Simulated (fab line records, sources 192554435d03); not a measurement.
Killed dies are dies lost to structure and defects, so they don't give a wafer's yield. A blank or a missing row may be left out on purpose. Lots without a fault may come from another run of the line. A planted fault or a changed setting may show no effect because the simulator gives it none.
Chamber matching | flow n5_finfet | N5_BEOL_M1_ETCH_70 on rie_diel-06: 4 sister chambers
The step etches SOC in N2/H2, target depth 80 nm, overetch 16 nm, time 120 s. 8 wafers are shown with their chamber, then 7 later ones without.

WAFERS WITH THEIR CHAMBER
wafer  | chamber | showerhead_plenum_p_Torr (Torr) | oes_product_au (a.u.)
L508.2 | 2       | 2.54                            | 0.54
L513.3 | 1       | 2.65                            | 0.57
L513.6 | 1       | 2.65                            | 0.57
L520.4 | 3       | 2.59                            | 0.67
L520.5 | 3       | 2.59                            | 0.68
L520.6 | 0       | 2.52                            | 0.56
L521.2 | 2       | 2.53                            | 0.53
L521.4 | 0       | 2.52                            | 0.56

WAFERS WITHOUT THEIR CHAMBER
wafer  | showerhead_plenum_p_Torr (Torr) | oes_product_au (a.u.)
L521.6 | 2.59                            | 0.67
L522.2 | 2.59                            | 0.67
L522.3 | 2.64                            | 0.56
L522.6 | 2.59                            | 0.67
L526.1 | 2.64                            | 0.56
L526.3 | 2.52                            | 0.53
L526.4 | 2.59                            | 0.66

WHICH CHAMBER EACH WENT THROUGH
wafer  | from the rows above     | in truth
L521.6 | 3                       | 3
L522.2 | 3                       | 3
L522.3 | 1                       | 1
L522.6 | 3                       | 3
L526.1 | 1                       | 1
L526.3 | can't be placed: 2 or 0 | 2
L526.4 | 3                       | 3
Placed correctly: 6 of 7. Can't be placed from these rows: 1 (the true chamber is among the candidates in 1). Placed wrongly: 0.
How it was worked out, from the rows above alone: a wafer's distance from a chamber is the root of the sum, over the readings, of the square of ((its reading less the chamber's mean) divided by the reading's scatter). The wafer belongs to the nearest chamber; if the next one is less than 2 further off, it can't be placed. A chamber's mean is the mean of its shown wafers. The scatter: the root of (the sum of the squares of (reading less its chamber's mean) over the shown wafers, divided by (wafers less chambers)).
